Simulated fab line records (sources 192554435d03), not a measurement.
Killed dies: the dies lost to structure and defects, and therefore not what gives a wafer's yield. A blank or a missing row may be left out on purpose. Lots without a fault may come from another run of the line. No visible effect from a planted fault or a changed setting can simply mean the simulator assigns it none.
One fault seen from 2 desks + flow n5_finfet + only its own numbers are on each desk; what lay behind them is given at the end

== THE TOOL OWNER'S DESK: litho_track-04 ==
The tool's own readings at N5_HKMG_FIN_COAT_30 (time 60 s, resist thk 35 nm): means of the sampled wafers that have a number, for each lot that ran on this tool. If a lot's mean is further than 4 standard deviations from the usual mean, the lot is out of limits and carries the mark OUT (the distance appears in the brackets).
Columns: A = chill_plate_temp_C at N5_HKMG_FIN_COAT_30, usual 22.99 C; B = spin_speed_rpm at N5_HKMG_FIN_COAT_30, usual 1500.0 rpm
| lot  | first seen here | A     | B                |
|------|-----------------|-------|------------------|
| L235 | day 4 11:59     | 23.07 | 1501.6           |
| L246 | day 7 06:26     | 22.95 | 1499.5           |
| L250 | day 8 03:29     | 23.17 | 1463.8 (-33) OUT |
| L251 | day 8 10:15     | 23.07 | 1464.4 (-32) OUT |
This desk's verdict: out of limits on L250, L251, starting with L250 at day 8 03:29 (spin_speed_rpm at N5_HKMG_FIN_COAT_30). L235, L246: within limits.

== METROLOGY DESK ==
Lot by lot, what the gauges showed, no matter which tool ran the lot: averages of those sampled wafers that carry a number. If a lot's mean is further than 4 standard deviations from the usual mean, the lot is out of limits and carries the mark OUT (the distance appears in the brackets). 7 of its 10 readings are shown, namely those furthest out on some lot.
Columns: A = DIBL_N at N5_BEOL_M4_RC_MEAS_101, usual 35.9 mV/V; B = IOFF_N at N5_BEOL_M4_RC_MEAS_101, usual 0.155 nA/um; C = IOFF_P at N5_BEOL_M4_RC_MEAS_101, usual 0.201 nA/um; D = ION_N at N5_BEOL_M4_RC_MEAS_101, usual 672 uA/um; E = ION_P at N5_BEOL_M4_RC_MEAS_101, usual 460 uA/um; F = SS_P at N5_BEOL_M4_RC_MEAS_101, usual 73.1 mV/dec; G = VT_P at N5_BEOL_M4_RC_MEAS_101, usual -251.6 mV
| lot  | first seen here | A    | B     | C     | D   | E   | F    | G      |
|------|-----------------|------|-------|-------|-----|-----|------|--------|
| L235 | day 8 05:06     | 36.1 | 0.162 | 0.226 | 671 | 465 | 72.7 | -247.2 |
| L246 | day 11 05:56    | 37.0 | 0.150 | 0.195 | 670 | 458 | 72.8 | -252.1 |
| L250 | day 12 05:11    | 38.8 | 0.170 | 0.214 | 677 | 457 | 73.6 | -252.5 |
| L251 | day 12 11:20    | 36.4 | 0.149 | 0.196 | 678 | 463 | 73.0 | -251.7 |
Finding of this desk: none of the 4 lots has anything out of limits.

== BROUGHT TOGETHER ==
The tool owner's desk had the chance to raise an alarm at day 8 03:29 on L250, L251.
Nothing out of limits was seen by the metrology desk.
The metrology desk has L250, L251 on record, within its limits.
N5_HKMG_FIN_COAT_30 was run on litho_track-04 by each of the lots named.

== WHAT WAS PUT IN BY THE SIMULATOR ==
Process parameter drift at N5_HKMG_FIN_COAT_30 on litho_track-04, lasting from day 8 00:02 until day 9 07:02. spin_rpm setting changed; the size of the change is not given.
Shown lots that were struck: L250, L251.
How many hours passed from the start of the fault until each desk's first out-of-limits reading: the tool owner's desk, 3.
